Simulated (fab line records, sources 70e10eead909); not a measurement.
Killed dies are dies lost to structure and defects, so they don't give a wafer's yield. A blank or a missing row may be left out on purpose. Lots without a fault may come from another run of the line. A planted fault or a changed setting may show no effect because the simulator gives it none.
fab line records | flow nand_harc
record lots=7 wafers=21 last_day=33
route steps=1302 shown A_CHANNEL_HOLE_D1@481 A_CHANNEL_FILL_D1@490 END@1302
lots that met no fault: from a run of the same line without faults
start_h: hours from the record's first day to the start of the lot's first wafer shown | wait_h: hours since the lot's step before | " the same as in the row above | L1.1+2: a row that stands for several wafers | - no value, or no start given | * or withheld: withheld | < > ~ a bound
route shown NAME@n: a module of which the file shows steps, and the number in the route of the first | usual: mean/standard deviation of fault-free wafers | same: alike in all rows | chamber/n: place in a boat | sites: the reading at each site | _std_site: their standard deviation | _edge_site: outer sites' mean less inner sites' | radius_mm: how far each site lies from the wafer's centre | mask NAME#n: copy n | behind: the tool/chamber that last shaped the wafer | hold: why the lot was held/for how many hours/how that ended | device: the transistor (n, p or np) that didn't switch | end of line: the same wafers' tests at the end of the route | a step without rows: its recipe alone | killed: dies lost to structure and defects at the first sort, not the wafer's yield | map: a wafer's dies, x killed, . not, _ none there
set.NAME: the setting as run; set.NAME@STEP: as run at that earlier step | model.NAME: the simulator's own value behind a step, which no gauge read
lots at some steps of the route; a table a step, a row a wafer
services: from which hour (start_h, from the record's first day; less than 0 if before it) a tool's chamber was out of use, for how many hours, and why
## steps
# step NHARC_A_CHANNEL_HOLE_D1_STRIP_42
# recipe cf4_flow_sccm=100 chf3_flow_sccm=30 ar_flow_sccm=0 bias_w=0 chemistry=CF4/CHF3
# step NHARC_A_CHANNEL_HOLE_D1_STRIP_43
# recipe o2_flow_sccm=400 cos_flow_sccm=20 ar_flow_sccm=0 bias_w=0 chemistry=O2/COS
# step NHARC_A_CHANNEL_HOLE_D1_ETCH_44
# recipe target_depth_a=1400 overetch_a=140 time_s=77 ion_energy_ev=100 cf4_flow_sccm=80 o2_flow_sccm=20 ar_flow_sccm=0 rf_w=300 bias_w=100 chemistry=CF4/O2
# usual cf4_flow_sccm=79.97/0.24 drypump_motor_current_A=5.6/0.32 o2_flow_sccm=20.01/0.058 oes_f_703_au=1.000/0.005 oes_product_au=1.009/0.0094 rf_vpp_V=197.4/1.5 showerhead_plenum_p_Torr=1.31/0.054 throttle_valve_pct=13.397/0.0097
# same time_s=77
# columns lot.wafer tool chamber start_h wait_h cf4_flow_sccm drypump_motor_current_A o2_flow_sccm oes_f_703_au oes_product_au rf_hours_counter_h rf_vpp_V showerhead_plenum_p_Torr throttle_valve_pct
L546.3 rie_diel-07 2 239.89 0.1 80.04 5.8 20.04 1.001 1.011 9 198.3 1.29 13.417
L546.4 " 3 " " 79.73 5.8 19.99 0.987 1.017 8 195.3 1.25 13.398
L546.6 " 2 " " 80.37 5.7 20.12 1.008 1.013 - 197.0 1.29 13.397
L548.3 rie_diel-07 2 269.61 0.1 80.05 5.8 20.01 0.992 1.010 12 196.5 1.29 13.393
L548.5 " 3 " " 79.99 5.8 20.02 0.986 1.020 - 194.7 1.25 13.390
L548.4 " 2 " " 80.25 5.8 20.04 1.002 1.013 - 195.9 1.29 13.412
L549.2 rie_diel-07 3 273.15 0.1 79.98 5.8 19.95 0.997 1.008 12 196.8 1.25 13.408
L549.3 " 2 " " 80.09 5.8 20.03 0.998 1.005 - 197.1 1.29 13.396
L549.6 " 2 " " 80.27 5.7 20.00 0.996 1.009 - 197.9 1.29 13.391
L550.1 rie_diel-07 1 284.89 0.1 79.79 5.3 20.05 1.001 1.005 12 197.3 1.33 13.390
L550.4 " 2 " " 80.11 5.7 19.98 0.996 1.000 13 196.8 1.29 13.408
L550.5 " 0 " " 79.77 5.0 20.14 0.996 1.000 - 198.6 1.40 13.389
L559.4 rie_diel-07 3 375.89 0.1 80.19 5.8 20.06 1.002 1.011 5 195.5 1.25 13.386
L559.1 " 1 " " 80.18 5.3 20.01 0.993 0.998 5 197.4 1.33 13.395
L559.6 " 0 " " 80.38 5.1 20.04 1.000 1.003 - 199.1 1.40 13.427
L561.1 rie_diel-07 2 395.12 0.1 80.10 5.8 20.01 1.009 1.018 7 196.6 1.29 13.396
L561.4 " 3 " " 80.28 5.8 19.96 0.993 1.019 7 196.3 1.25 13.382
L561.2 " 1 " " 80.16 5.3 19.96 1.002 0.993 7 198.0 1.33 13.399
L562.4 rie_diel-13 1 407.23 0.0 79.56 5.6 20.02 1.002 1.006 20 198.4 1.33 13.398
L562.2 " 3 " " 79.69 6.5 19.96 0.998 1.003 18 199.3 1.35 13.409
L562.6 " 2 " " 79.65 6.2 20.00 1.001 1.026 - 197.1 1.28 13.400
# step NHARC_A_CHANNEL_HOLE_D1_STRIP_27
# recipe o2_flow_sccm=500 ar_flow_sccm=0 bias_w=0 chemistry=O2
# usual drypump_motor_current_A=5.6/0.33 o2_flow_sccm=500.1/1.5 oes_product_au=1.008/0.01 rf_vpp_V=57.6/0.89 showerhead_plenum_p_Torr=3.47/0.13 throttle_valve_pct=17.038/0.0093
# columns lot.wafer tool chamber start_h wait_h drypump_motor_current_A o2_flow_sccm oes_product_au rf_hours_counter_h rf_vpp_V showerhead_plenum_p_Torr throttle_valve_pct
L546.4 rie_diel-07 1 - - 5.3 498.0 1.003 10 57.2 3.52 17.035
L546.3 " 2 " " 5.8 500.2 1.000 9 58.3 3.42 17.038
L546.6 " 0 " " 5.1 500.4 1.010 - 56.8 3.70 17.038
L548.3 rie_diel-07 3 - - 5.8 502.6 1.013 11 58.3 3.32 17.046
L548.4 " 2 " " 5.8 500.4 1.004 - 56.3 3.41 17.042
L548.5 " 3 " " 5.8 501.3 1.010 - 56.6 3.32 17.026
L549.2 rie_diel-07 2 273.85 0.7 5.8 502.6 1.007 12 57.6 3.41 17.029
L549.3 " 2 " " 5.8 500.8 1.011 - 58.1 3.41 17.028
L549.6 " 3 " " 5.8 503.1 1.023 - 56.5 3.32 17.037
L550.1 rie_diel-07 1 - - 5.3 502.7 1.012 12 58.3 3.51 17.025
L550.4 " 0 " " 5.0 497.1 1.019 13 57.0 3.70 17.036
L550.5 " 1 " " 5.3 500.7 1.001 - 57.0 3.52 17.041
L559.1 rie_diel-07 1 - - 5.3 498.2 0.990 5 57.8 3.51 17.034
L559.4 " 2 " " 5.8 498.2 1.007 5 57.8 3.41 17.027
L559.6 " 0 " " 5.1 499.7 1.006 - 59.5 3.70 17.038
L561.2 rie_diel-07 1 - - 5.3 500.0 1.001 7 58.7 3.51 17.032
L561.4 " 3 " " 5.8 498.3 1.018 7 56.4 3.31 17.031
L561.1 " 0 " " 5.1 500.5 1.018 8 58.2 3.69 17.035
L562.4 rie_diel-13 2 - - 6.3 501.6 1.019 20 57.1 3.38 17.051
L562.2 " 0 " " 5.4 498.5 1.015 15 58.4 3.45 17.025
L562.6 " 3 " " 6.5 497.3 0.999 - 58.6 3.58 17.040
# step NHARC_A_CHANNEL_HOLE_D1_PRECLEAN_28
# recipe time_s=* temp_c=50 bath_age_min=0 chemistry=SC1
# step NHARC_A_CHANNEL_HOLE_D1_SRD_29
# step NHARC_A_CHANNEL_HOLE_D1_CD_MEAS_30
# usual cd_nm=89.5/1.8
# columns lot.wafer tool chamber start_h wait_h cd_nm
L546.3 cd_sem-02 - 240.69 - 86.3
L546.4 " - " " 88.9
L546.6 " - " " 85.1
L548.3 cd_sem-02 - 270.51 - 87.7
L548.4 " - " " 86.3
L548.5 " - " " 88.7
L549.2 cd_sem-03 - 274.77 - 91.2
L549.3 " - " " 87.9
L549.6 " - " " 88.9
L550.1 cd_sem-03 - 285.67 - 89.8
L550.4 " - " " 86.5
L550.5 " - " " 88.8
L559.1 cd_sem-03 - 376.68 - 90.5
L559.4 " - " " 91.7
L559.6 " - " " 89.6
L561.1 cd_sem-03 - 395.92 - 88.8
L561.2 " - " " 90.9
L561.4 " - " " 92.4
L562.2 cd_sem-02 - 408.02 - 89.3
L562.4 " - " " 91.6
L562.6 " - " " 91.4
# step NHARC_A_CHANNEL_HOLE_D1_XSEM_31
# recipe landing_energy_ev=35000
# step NHARC_A_CHANNEL_HOLE_D1_INSPECT_40
# usual raw_defect_count=72/29
# columns lot.wafer tool chamber start_h wait_h raw_defect_count
L546.3 defect_inspect-02 - 240.87 - 58
L546.4 " - " " 50
L546.6 " - " " 55
L548.3 defect_inspect-01 - 270.69 - 43
L548.4 " - " " 51
L548.5 " - " " 48
L549.2 defect_inspect-02 - 274.95 - 89
L549.3 " - " " 75
L549.6 " - " " 100
L550.1 defect_inspect-01 - 285.86 - 123
L550.4 " - " " 109
L550.5 " - " " 107
L559.1 defect_inspect-02 - 376.87 - 85
L559.4 " - " " 121
L559.6 " - " " 93
L561.1 defect_inspect-02 - 396.11 - 72
L561.2 " - " " 58
L561.4 " - " " 75
L562.2 defect_inspect-01 - 408.20 - 87
L562.4 " - " " 83
L562.6 " - " " 65
# step NHARC_A_CHANNEL_FILL_D1_PRECLEAN_00
# recipe time_s=* temp_c=50 bath_age_min=0 chemistry=SC1
# step NHARC_A_CHANNEL_FILL_D1_SRD_01
# step NHARC_A_CHANNEL_FILL_D1_ALD_02
# recipe target_thk_a=60 pulse_time_s=10 ald_cycles=60 temp_c=300 material=SiO2
# usual heater_power_w=477/53 precursor_pulse_height_rel=1.003/0.022 susceptor_temp_C=299.98/0.19
# columns lot.wafer tool chamber start_h wait_h heater_power_w precursor_pulse_height_rel susceptor_temp_C
L546.3 ald_hk-04 0 241.06 - 536 1.042 299.80
L546.4 " 2 " " 539 1.010 299.99
L546.6 " 1 " " 549 0.955 300.24
L548.4 ald_hk-04 2 270.89 - 540 1.011 299.74
L548.3 " 0 " " 522 1.016 300.02
L548.5 " 2 " " 536 1.005 299.91
L549.2 ald_hk-01 3 275.29 - 434 0.953 300.01
L549.3 " 0 " " 439 1.017 299.89
L549.6 " 1 " " 513 1.018 299.88
L550.4 ald_hk-01 0 286.13 - 442 0.977 300.02
L550.1 " 2 " " 379 1.002 300.10
L550.5 " 3 " " 430 0.965 299.89
L559.1 ald_hk-04 0 377.07 - 529 1.007 300.17
L559.4 " 2 " " 544 1.004 299.93
L559.6 " 0 " " 531 1.002 299.96
L561.4 ald_hk-04 3 397.63 - 487 1.007 300.08
L561.2 " 0 " " 524 1.030 299.86
L561.1 " 1 " " 547 1.008 300.06
L562.4 ald_hk-04 1 408.40 - 535 1.004 300.17
L562.2 " 2 " " 548 0.985 300.13
L562.6 " 2 " " 560 0.993 299.91
# step NHARC_A_CHANNEL_FILL_D1_ALD_03
# recipe target_thk_a=60 pulse_time_s=60 ald_cycles=58 temp_c=630 pressure_torr=2 material=SiNx
# usual chamber_pressure_Torr=1.998/0.0041 precursor_pulse_height_rel=0.999/0.02 susceptor_temp_C=629.95/0.27
# columns lot.wafer tool chamber start_h wait_h chamber_pressure_Torr precursor_pulse_height_rel susceptor_temp_C
L546.3 ald_sin_batch-03 0 244.51 - 1.994 0.996 630.06
L546.4 " 0 " " 1.999 1.008 629.47
L546.6 " 0 " " 1.992 1.042 629.43
L548.3 ald_sin_batch-03 0 275.55 - 1.995 1.002 642.64
L548.4 " 0 " " 1.993 0.999 642.77
L548.5 " 0 " " 1.995 1.011 643.37
L549.2 ald_sin_batch-03 0 281.11 - 2.001 0.995 642.75
L549.3 " 0 " " 1.992 1.014 643.19
L549.6 " 0 " " 2.000 0.973 642.61
L550.1 ald_sin_batch-03 0 292.38 - 1.997 0.982 643.28
L550.4 " 0 " " 2.004 0.983 643.15
L550.5 " 0 " " 2.003 1.001 642.97
L559.1 ald_sin_batch-03 0 380.51 - 2.000 0.972 629.99
L559.4 " 0 " " 1.997 0.975 629.91
L559.6 " 0 " " 1.996 1.001 630.34
L561.1 ald_sin_batch-02 0 401.00 - 2.002 1.016 -
L561.2 " 0 " " 2.000 0.985 -
L561.4 " 0 " " 2.000 0.974 -
L562.2 ald_sin_batch-02 0 411.84 - 1.994 1.016 -
L562.4 " 0 " " 2.000 1.001 -
L562.6 " 0 " " 2.001 1.027 -
# step NHARC_A_CHANNEL_FILL_D1_ALD_14
# recipe target_thk_a=25 pulse_time_s=10 ald_cycles=25 temp_c=300 material=SiO2
# usual heater_power_w=478/52 precursor_pulse_height_rel=1.000/0.019 susceptor_temp_C=299.98/0.2
# columns lot.wafer tool chamber start_h wait_h heater_power_w precursor_pulse_height_rel susceptor_temp_C
L546.4 ald_hk-03 1 248.12 0.1 410 0.973 300.14
L546.3 " 2 " " 419 1.024 299.79
L546.6 " 0 " " 510 0.994 299.96
L548.4 ald_hk-04 3 279.13 0.0 479 1.049 300.21
L548.3 " 0 " " 527 1.008 299.46
L548.5 " 0 " " 548 0.997 299.74
L549.3 ald_hk-04 3 284.70 0.0 485 1.002 299.96
L549.2 " 0 " " 523 1.015 299.80
L549.6 " 3 " " 487 0.998 300.05
L550.1 ald_hk-04 0 295.98 0.1 528 0.962 299.86
L550.4 " 1 " " 534 1.015 299.93
L550.5 " 0 " " 511 0.985 299.96
L559.1 ald_hk-03 3 384.13 0.1 427 1.019 299.85
L559.4 " 1 " " 429 0.983 300.12
L559.6 " 3 " " 418 1.036 299.62
L561.2 ald_hk-04 3 404.55 0.0 481 1.000 299.87
L561.1 " 0 " " 529 0.993 299.93
L561.4 " 2 " " 561 1.005 299.98
L562.4 ald_hk-03 2 415.45 0.1 409 0.995 300.20
L562.2 " 3 " " 414 1.030 300.02
L562.6 " 1 " " 432 0.968 300.07
# step NHARC_A_CHANNEL_FILL_D1_ALD_15
# recipe target_thk_a=20 pulse_time_s=60 ald_cycles=19 temp_c=630 pressure_torr=2 material=SiNx
# usual chamber_pressure_Torr=2.000/0.0043 precursor_pulse_height_rel=1.000/0.021 susceptor_temp_C=630.0/0.3
# columns lot.wafer tool chamber start_h wait_h chamber_pressure_Torr precursor_pulse_height_rel susceptor_temp_C
L546.3 ald_sin_batch-02 0 251.20 - 1.999 1.005 630.6
L546.4 " 0 " " 1.999 0.988 630.6
L546.6 " 0 " " 1.995 1.001 630.0
L548.3 ald_sin_batch-03 0 284.65 - 2.001 0.975 642.8
L548.4 " 0 " " 2.005 0.995 642.5
L548.5 " 0 " " 2.005 1.023 643.2
L549.2 ald_sin_batch-03 0 290.36 - 2.001 0.970 642.7
L549.3 " 0 " " 2.000 0.994 642.7
L549.6 " 0 " " 2.000 0.991 643.3
L550.1 ald_sin_batch-03 0 299.07 - 2.009 1.006 642.5
L550.4 " 0 " " 1.999 0.994 643.2
L550.5 " 0 " " 2.003 1.028 642.9
L559.1 ald_sin_batch-03 0 387.22 - 2.001 1.015 629.8
L559.4 " 0 " " 2.003 0.995 629.8
L559.6 " 0 " " 1.999 0.990 629.2
L561.1 ald_sin_batch-03 0 407.67 - 2.006 1.001 -
L561.2 " 0 " " 1.993 0.996 -
L561.4 " 0 " " 1.993 1.003 -
L562.2 ald_sin_batch-02 0 418.50 - 1.998 1.034 -
L562.4 " 0 " " 2.003 0.985 -
L562.6 " 0 " " 1.999 1.014 -
# step NHARC_A_CHANNEL_FILL_D1_ALD_16
# recipe target_thk_a=15 pulse_time_s=10 ald_cycles=15 temp_c=300 material=SiO2
# usual heater_power_w=491/53 precursor_pulse_height_rel=0.999/0.018 susceptor_temp_C=300.01/0.19
# columns lot.wafer tool chamber start_h wait_h heater_power_w precursor_pulse_height_rel susceptor_temp_C
L546.3 ald_hk-01 2 253.32 0.1 376 0.969 300.11
L546.4 " 3 " " 439 0.980 300.00
L546.6 " 2 " " 386 0.987 300.09
L548.4 ald_hk-04 0 286.76 0.1 530 0.987 -
L548.3 " 1 " " 536 0.985 -
L548.5 " 2 " " 540 0.996 -
L549.3 ald_hk-01 2 292.42 0.0 376 1.010 299.80
L549.2 " 3 " " 441 1.005 299.97
L549.6 " 2 " " 385 1.015 299.76
L550.1 ald_hk-03 0 303.36 2.3 528 1.004 300.22
L550.4 " 3 " " 415 0.977 300.13
L550.5 " 1 " " 427 0.965 299.98
L559.4 ald_hk-04 1 389.28 0.0 544 1.020 300.03
L559.1 " 0 " " 534 0.978 299.55
L559.6 " 2 " " 554 0.956 299.97
L561.1 ald_hk-04 1 409.71 0.0 537 0.981 299.54
L561.4 " 2 " " 545 1.018 300.26
L561.2 " 0 " " 528 0.943 300.11
L562.4 ald_hk-04 1 420.57 0.1 542 0.993 -
L562.2 " 3 " " 486 0.984 -
L562.6 " 0 " " 538 0.989 -
# step NHARC_END_SORT_01
# recipe temp_c=25
# usual killed_at_array=55/22 killed_at_other=0.9/1.2 killed_at_periphery=3.6/2.3 killed_dies=60/22 killed_open=3.2/1.9 killed_short=2.5/1.6
# same gross_dies=677
# columns lot.wafer tool chamber start_h wait_h killed_at_array killed_at_other killed_at_periphery killed_dies killed_open killed_short
L546.3 prober-01 0 617.53 3.1 24 0 3 27 2 3
L546.4 prober-01 0 618.34 3.4 20 0 2 22 2 1
L546.6 prober-01 0 619.96 4.1 23 0 2 25 2 2
L549.2 prober-02 0 640.80 2.8 95 0 3 98 2 5
L549.3 prober-02 0 641.60 3.1 77 0 5 82 5 3
L549.6 prober-02 0 643.99 4.0 107 0 6 113 3 2
L548.3 prober-01 0 641.55 3.1 44 3 5 52 2 2
L548.4 prober-01 0 642.34 3.4 57 0 2 59 2 0
L548.5 prober-01 0 643.14 3.7 61 5 3 69 1 0
L550.1 prober-02 0 655.65 2.5 85 1 7 93 2 1
L550.4 prober-02 0 658.06 3.4 87 1 10 98 3 3
L550.5 prober-02 0 658.86 3.7 93 0 4 97 1 2
L559.1 prober-01 0 749.22 2.5 66 0 2 68 3 0
L559.4 prober-01 0 751.64 3.4 77 0 6 83 3 4
L559.6 prober-01 0 753.25 4.0 61 0 2 63 4 1
L561.1 prober-01 0 771.79 2.5 29 1 4 34 2 0
L561.2 prober-01 0 772.60 2.8 30 3 2 35 2 2
L561.4 prober-01 0 774.21 3.4 34 4 5 43 2 1
L562.2 prober-02 0 780.46 2.8 78 0 3 81 8 4
L562.4 prober-02 0 782.11 3.5 32 0 2 34 1 0
L562.6 prober-02 0 783.75 4.1 51 1 5 57 2 3
# killed by level:class
L546.3 A_CHANNEL_HOLE_D2:chamber_film_flake=13 A_CHANNEL_HOLE_D1:chamber_film_flake=3 A_CONTACT:chamber_film_flake=2 P_M0:geometric_particle:open=1 A_ONON_D1:geometric_particle:short=1 A_CHANNEL_HOLE_D1:geometric_particle:short=1 A_ONON_D2:geometric_particle:short=1 A_BLC:geometric_particle:open=1
L546.4 A_CHANNEL_HOLE_D2:chamber_film_flake=9 A_CONTACT:chamber_film_flake=4 A_CHANNEL_FILL_D1:chamber_film_flake=2 A_WL_FILL:chamber_film_flake=2 P_CONTACT:geometric_particle:open=1 A_DECK1_JOINT:geometric_particle:open=1 A_M1:geometric_particle:short=1 P_ZERO_WELL:chamber_film_flake=1
L546.6 A_CHANNEL_HOLE_D2:chamber_film_flake=8 A_CHANNEL_HOLE_D1:chamber_film_flake=5 A_WL_FILL:chamber_film_flake=4 P_M0:geometric_particle:open=2 A_CONTACT:chamber_film_flake=2 A_ONON_D2:geometric_particle:short=1 A_CHANNEL_FILL_D2:geometric_particle:short=1 A_CHANNEL_FILL_D2:chamber_film_flake=1
L549.2 A_SLIT:chamber_film_flake=29 A_CHANNEL_HOLE_D2:chamber_film_flake=28 A_CHANNEL_HOLE_D1:chamber_film_flake=27 A_CONTACT:chamber_film_flake=3 P_GATE:geometric_particle:short=1 A_ONON_D1:geometric_particle:short=1 A_CHANNEL_FILL_D1:geometric_particle:short=1 A_CHANNEL_FILL_D1:geometric_particle:open=1
L548.3 A_SLIT:chamber_film_flake=16 A_CHANNEL_HOLE_D2:chamber_film_flake=8 A_CONTACT:chamber_film_flake=7 A_CHANNEL_HOLE_D1:chamber_film_flake=5 THIN_TSV:chamber_film_flake=3 P_M2:chamber_film_flake=2 A_STAIRCASE:chamber_film_flake=2 P_M2:geometric_particle:open=1
L549.3 A_CHANNEL_HOLE_D2:chamber_film_flake=24 A_CHANNEL_HOLE_D1:chamber_film_flake=21 A_SLIT:chamber_film_flake=16 A_CONTACT:chamber_film_flake=4 A_M0:chamber_film_flake=3 A_DECK1_JOINT:chamber_film_flake=2 P_CONTACT:geometric_particle:short=1 P_CONTACT:geometric_particle:open=1
L548.4 A_SLIT:chamber_film_flake=30 A_CHANNEL_HOLE_D2:chamber_film_flake=15 A_CHANNEL_HOLE_D1:chamber_film_flake=4 A_CONTACT:chamber_film_flake=3 A_DECK1_JOINT:chamber_film_flake=2 P_M0:geometric_particle:open=1 A_CHANNEL_FILL_D2:geometric_particle:open=1 P_GATE:chamber_film_flake=1
L548.5 A_SLIT:chamber_film_flake=35 A_CHANNEL_HOLE_D2:chamber_film_flake=8 A_CHANNEL_HOLE_D1:chamber_film_flake=6 A_CONTACT:chamber_film_flake=6 THIN_TSV:chamber_film_flake=5 P_STI:chamber_film_flake=2 A_STAIRCASE:chamber_film_flake=2 A_SGD_CUT:geometric_particle:open=1
L549.6 A_CHANNEL_HOLE_D1:chamber_film_flake=36 A_CHANNEL_HOLE_D2:chamber_film_flake=34 A_SLIT:chamber_film_flake=25 P_STI:chamber_film_flake=4 A_CONTACT:chamber_film_flake=3 A_M1:geometric_particle:open=2 A_M0:chamber_film_flake=2 A_CHANNEL_FILL_D1:geometric_particle:short=1
L550.1 A_CHANNEL_HOLE_D1:chamber_film_flake=31 A_CHANNEL_HOLE_D2:chamber_film_flake=29 A_SLIT:chamber_film_flake=19 P_GATE:chamber_film_flake=3 P_M0:chamber_film_flake=3 A_DECK1_JOINT:chamber_film_flake=2 A_CHANNEL_FILL_D1:geometric_particle:short=1 A_CONTACT:geometric_particle:open=1
L550.4 A_SLIT:chamber_film_flake=34 A_CHANNEL_HOLE_D1:chamber_film_flake=30 A_CHANNEL_HOLE_D2:chamber_film_flake=16 P_M0:chamber_film_flake=5 P_GATE:chamber_film_flake=3 P_CONTACT:geometric_particle:short=1 A_CHANNEL_FILL_D1:geometric_particle:open=1 A_ONON_D2:geometric_particle:open=1
L550.5 A_SLIT:chamber_film_flake=38 A_CHANNEL_HOLE_D1:chamber_film_flake=36 A_CHANNEL_HOLE_D2:chamber_film_flake=13 P_GATE:chamber_film_flake=3 A_CONTACT:chamber_film_flake=2 A_ONON_D1:geometric_particle:short=1 A_DECK1_JOINT:geometric_particle:open=1 A_CHANNEL_FILL_D2:geometric_particle:short=1
L559.1 A_CHANNEL_HOLE_D1:chamber_film_flake=32 A_CHANNEL_HOLE_D2:chamber_film_flake=19 A_STAIRCASE:chamber_film_flake=4 A_CONTACT:chamber_film_flake=3 A_SLIT:chamber_film_flake=2 A_DECK1_JOINT:chamber_film_flake=2 A_CHANNEL_FILL_D2:geometric_particle:open=1 A_SGD_CUT:geometric_particle:open=1
L559.4 A_CHANNEL_HOLE_D1:chamber_film_flake=33 A_CHANNEL_HOLE_D2:chamber_film_flake=24 A_CONTACT:chamber_film_flake=7 P_BONDPAD:chamber_film_flake=4 A_SLIT:chamber_film_flake=3 A_BLC:geometric_particle:open=2 A_CHANNEL_HOLE_D1:geometric_particle:short=1 A_CHANNEL_FILL_D1:geometric_particle:short=1
L559.6 A_CHANNEL_HOLE_D1:chamber_film_flake=23 A_CHANNEL_HOLE_D2:chamber_film_flake=18 A_SLIT:chamber_film_flake=5 A_CONTACT:chamber_film_flake=3 A_BLC:geometric_particle:open=2 A_STAIRCASE:chamber_film_flake=2 A_WL_FILL:chamber_film_flake=2 A_ONON_D2:geometric_particle:open=1
L561.1 A_CHANNEL_HOLE_D1:chamber_film_flake=13 A_SLIT:chamber_film_flake=5 A_CONTACT:chamber_film_flake=5 A_CHANNEL_FILL_D1:chamber_film_flake=3 P_ZERO_WELL:chamber_film_flake=2 A_ONON_D2:geometric_particle:open=1 A_M0:geometric_particle:open=1 P_GATE:chamber_film_flake=1
L561.2 A_CHANNEL_HOLE_D1:chamber_film_flake=16 A_STAIRCASE:chamber_film_flake=3 THIN_TSV:chamber_film_flake=3 A_CHANNEL_FILL_D1:geometric_particle:short=2 A_SLIT:chamber_film_flake=2 A_CONTACT:chamber_film_flake=2 A_CHANNEL_FILL_D1:geometric_particle:open=1 A_BLC:geometric_particle:open=1
L561.4 A_CHANNEL_HOLE_D1:chamber_film_flake=18 A_SLIT:chamber_film_flake=6 A_CONTACT:chamber_film_flake=6 THIN_TSV:chamber_film_flake=4 P_M0:geometric_particle:short=1 A_CHANNEL_HOLE_D1:geometric_particle:open=1 A_DECK1_JOINT:geometric_particle:open=1 P_ZERO_WELL:chamber_film_flake=1
L562.2 A_CHANNEL_HOLE_D2:chamber_film_flake=27 A_CHANNEL_HOLE_D1:chamber_film_flake=14 A_STAIRCASE:chamber_film_flake=11 A_SLIT:chamber_film_flake=5 P_GATE:chamber_film_flake=3 A_WL_FILL:chamber_film_flake=3 A_ONON_D2:geometric_particle:open=2 A_WL_FILL:geometric_particle:short=2
L562.4 A_CHANNEL_HOLE_D2:chamber_film_flake=11 A_CHANNEL_HOLE_D1:chamber_film_flake=10 A_STAIRCASE:chamber_film_flake=9 P_M0:geometric_particle:open=1 P_GATE:chamber_film_flake=1 A_SGD_CUT:chamber_film_flake=1 A_SLIT:chamber_film_flake=1
L562.6 A_CHANNEL_HOLE_D2:chamber_film_flake=17 A_CHANNEL_HOLE_D1:chamber_film_flake=9 A_STAIRCASE:chamber_film_flake=9 A_SLIT:chamber_film_flake=8 P_GATE:chamber_film_flake=4 P_CONTACT:geometric_particle:open=1 A_BLC:geometric_particle:open=1 A_DECK1_JOINT:geometric_particle:short=1
## services
# columns tool chamber start_h hours kind
rie_diel-07 0 224.41 - clean
rie_diel-07 1 224.41 - clean
rie_diel-07 2 224.41 - clean
ald_hk-04 - 254.21 10.0 pm
ald_hk-04 0 254.21 10.0 vent_cycle
ald_hk-04 1 254.21 10.0 vent_cycle
ald_hk-04 2 254.21 10.0 vent_cycle
ald_hk-04 3 254.21 10.0 vent_cycle
rie_diel-13 2 256.24 3.6 repair
ald_hk-04 0 264.21 - clean
ald_hk-04 1 264.21 - clean
ald_hk-04 2 264.21 - clean
ald_hk-04 3 264.21 - clean
rie_diel-13 0 265.24 8.2 repair
rie_diel-07 1 265.50 10.0 repair
ald_hk-03 - 269.14 1.0 repair
ald_sin_batch-02 - 269.92 26.0 pm
rie_diel-07 - 294.41 9.0 pm
ald_hk-01 - 298.59 10.0 pm
rie_diel-13 - 342.98 9.0 pm
rie_diel-13 0 366.74 5.3 repair
rie_diel-13 - 369.69 2.0 repair
ald_hk-03 - 390.77 10.0 pm
rie_diel-13 1 415.40 12.0 repair
## key
first_sign step=NHARC_A_CHANNEL_FILL_D1_ALD_03 reading=susceptor_temp_C direction=up sigmas=48 usual=* struck=*
effect step=NHARC_A_CHANNEL_FILL_D1_ALD_15 reading=susceptor_temp_C direction=up sigmas=42 usual=* struck=*
met_at NHARC_A_CHANNEL_FILL_D1_ALD_03,NHARC_A_CHANNEL_FILL_D1_ALD_15
struck_wafers L548.3,L548.4,L548.5,L549.2,L549.3,L549.6,L550.1,L550.4,L550.5
tester_left_out L548,L549,L550
fault kind=process_parameter_drift tool=ald_sin_batch-03 chamber=- onset_h=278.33 steps=NHARC_A_CHANNEL_FILL_D1_ALD_03,NHARC_A_CHANNEL_FILL_D1_ALD_15,NHARC_A_CHANNEL_FILL_D2_ALD_03,NHARC_A_CHANNEL_FILL_D2_ALD_15 channel=temp_c offset=* shape=step end_h=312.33 stated=*
# tester_left_out: of these lots the tester's yield and bins aren't shown, on N5 and GAA mostly nor the transistor test; their killed dies are dies lost to structure and defects alone, not to doping, threshold or leakage, so they don't give the yield
